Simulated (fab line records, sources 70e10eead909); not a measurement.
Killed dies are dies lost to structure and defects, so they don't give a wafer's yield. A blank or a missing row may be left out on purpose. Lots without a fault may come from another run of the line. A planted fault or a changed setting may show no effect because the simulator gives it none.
Which tool did it? | flow nand_harc | 24 lots, 72 wafers sampled, at 3 steps of a route of 1302

WHAT THE GAUGES READ, wafer by wafer
NHARC_P_BONDPAD_CD_MEAS_13. Usual: cd_nm 498.4 nm, standard deviation 2.
lot  | measured     | on        | cd_nm (nm)        | flag
L075 | day 6 17:29  | cd_sem-01 | 498.0 497.5 497.1 |
L074 | day 6 18:45  | cd_sem-02 | 500.0 495.0 496.1 |
L076 | day 7 07:57  | cd_sem-01 | 499.5 496.8 497.2 |
L077 | day 7 19:47  | cd_sem-02 | 498.7 495.6 496.7 |
L078 | day 8 03:23  | cd_sem-01 | 500.4 501.4 499.1 |
L079 | day 8 16:26  | cd_sem-02 | 498.7 500.5 497.9 |
L080 | day 9 02:34  | cd_sem-02 | 500.1 499.4 499.7 |
L081 | day 9 14:02  | cd_sem-03 | 495.9 499.2 494.3 |
L082 | day 10 04:49 | cd_sem-01 | 497.7 497.7 497.6 |
L083 | day 10 13:02 | cd_sem-01 | 502.8 496.3 498.9 |
L084 | day 10 23:11 | cd_sem-02 | 499.9 494.6 497.9 |
L085 | day 11 08:42 | cd_sem-03 | 499.4 495.3 499.8 |
L086 | day 11 10:23 | cd_sem-03 | 496.6 497.2 499.2 |
L087 | day 12 17:53 | cd_sem-02 | 496.9 498.4 501.4 |
L089 | day 12 18:38 | cd_sem-01 | 498.7 497.8 497.5 |
L088 | day 12 21:01 | cd_sem-02 | 501.7 502.1 501.1 |
L090 | day 13 08:47 | cd_sem-01 | 499.7 503.0 498.6 |
L091 | day 13 12:16 | cd_sem-01 | 501.1 501.0 500.0 |
L092 | day 14 06:46 | cd_sem-01 | 499.2 495.0 499.9 |
L093 | day 14 10:55 | cd_sem-02 | 498.1 499.6 501.0 |
L094 | day 14 22:28 | cd_sem-03 | 498.0 498.6 499.0 |
L095 | day 15 06:48 | cd_sem-01 | 496.1 497.5 498.3 |
L096 | day 15 20:47 | cd_sem-02 | 497.3 496.5 500.0 |
L097 | day 15 23:52 | cd_sem-03 | 500.7 493.0 499.1 |

NHARC_A_ZERO_WELL_CD_MEAS_10: target cd 2000 nm. Usual: cd_nm 1999.5 nm, standard deviation 2.
lot  | measured     | on        | cd_nm (nm)           | flag
L075 | day 6 20:53  | cd_sem-02 | 1996.9 1999.1 1996.5 |
L074 | day 6 22:19  | cd_sem-01 | 2000.6 2002.0 2000.4 |
L076 | day 7 11:23  | cd_sem-03 | 1997.3 1999.5 2000.3 |
L077 | day 7 23:12  | cd_sem-03 | 2000.4 2002.1 2002.4 |
L078 | day 8 06:55  | cd_sem-01 | 2002.5 2001.2 2004.1 |
L079 | day 8 20:11  | cd_sem-02 | 1999.2 1998.3 1999.6 |
L080 | day 9 06:11  | cd_sem-01 | 1998.3 2002.5 1999.6 |
L081 | day 9 17:38  | cd_sem-02 | 1999.7 2001.4 1998.3 |
L082 | day 10 08:16 | cd_sem-01 | 2000.9 1997.5 1998.8 |
L083 | day 10 16:37 | cd_sem-03 | 2000.7 1999.0 1997.9 |
L084 | day 11 02:49 | cd_sem-02 | 1998.2 2002.8 2000.2 |
L085 | day 11 12:08 | cd_sem-01 | 1999.1 1995.3 1996.5 |
L086 | day 11 13:50 | cd_sem-03 | 1995.7 1998.6 1997.3 |
L087 | day 12 21:25 | cd_sem-02 | 1997.5 1998.0 1998.2 |
L089 | day 12 22:11 | cd_sem-01 | 1999.4 2002.9 2002.5 |
L088 | day 13 00:33 | cd_sem-01 | 2000.5 1999.0 1998.4 |
L090 | day 13 12:17 | cd_sem-02 | 2000.8 1998.3 1997.9 |
L091 | day 13 15:53 | cd_sem-01 | 1997.7 1996.7 1999.4 |
L092 | day 14 10:13 | cd_sem-01 | 2003.9 2003.3 2001.8 |
L093 | day 14 14:25 | cd_sem-02 | 1998.7 1996.7 1997.0 |
L094 | day 15 01:56 | cd_sem-03 | 1999.0 1996.9 1998.5 |
L095 | day 15 10:43 | cd_sem-01 | 1997.6 1999.8 1998.3 |
L096 | day 16 00:35 | cd_sem-02 | 2000.4 2001.4 1998.3 |
L097 | day 16 03:19 | cd_sem-02 | 1999.5 1999.5 2000.4 |

NHARC_A_ONON_D1_INSPECT_32. Usual: raw_defect_count 73, standard deviation 25.
lot  | measured     | on                | raw_defect_count | flag
L075 | day 8 10:53  | defect_inspect-02 | 56 66 50         |
L074 | day 8 10:53  | defect_inspect-01 | 59 63 82         |
L076 | day 9 04:29  | defect_inspect-02 | 112 77 62        |
L077 | day 9 10:23  | defect_inspect-02 | 97 123 103       |
L078 | day 9 18:08  | defect_inspect-02 | 62 80 77         |
L079 | day 10 08:44 | defect_inspect-01 | 72 109 99        |
L080 | day 10 20:53 | defect_inspect-01 | 28 99 87         |
L081 | day 11 05:37 | defect_inspect-02 | 63 46 71         |
L082 | day 11 20:44 | defect_inspect-01 | 94 71 104        |
L083 | day 12 04:50 | defect_inspect-02 | 78 63 78         |
L084 | day 12 14:50 | defect_inspect-01 | 96 49 96         |
L085 | day 13 00:33 | defect_inspect-02 | 45 78 77         |
L086 | day 13 00:32 | defect_inspect-01 | 54 66 55         |
L087 | day 14 11:03 | defect_inspect-01 | 41 57 103        |
L089 | day 14 10:48 | defect_inspect-02 | 84 122 92        |
L088 | day 14 11:12 | defect_inspect-01 | 75 48 72         |
L090 | day 15 06:59 | defect_inspect-01 | 59 64 58         |
L091 | day 15 06:56 | defect_inspect-01 | 53 56 53         |
L092 | day 15 21:26 | defect_inspect-01 | 50 39 69         |
L093 | day 16 01:12 | defect_inspect-02 | 58 68 87         |
L094 | day 16 12:58 | defect_inspect-02 | 48 36 58         |
L095 | day 16 21:29 | defect_inspect-02 | 62 93 43         |
L096 | day 17 12:41 | defect_inspect-02 | 77 63 58         |
L097 | day 17 12:50 | defect_inspect-01 | 173 124 108      |

WHICH TOOL RAN EACH LOT (tool, then ch and the chambers of the sampled wafers, then the start)
The record holds no process step before these readings.

WHAT THE TOOLS THEMSELVES READ (means of the sampled wafers that have a number; where no wafer has one, the mark that the record gives instead)
The record holds no such reading with a usual standard deviation.

THE ANSWER, worked out from the rows above alone
Rule: a lot is off if the mean of its wafers that have a number lies more than 3 standard deviations from the usual mean. A lot without any number at a reading at which 4 lots or more have one is off too. The other lots that the step has rows for count as sound. The gauges are gone through in route order, then the tools' own readings, and for those a lot's mean is taken as printed above. The first step at which some lot is off is used, and at that step the reading that is off furthest; a lot without a number counts as furthest.
No lot is off at any reading shown: from this, nothing can be told.

WHAT THE SIMULATOR HAD PUT IN
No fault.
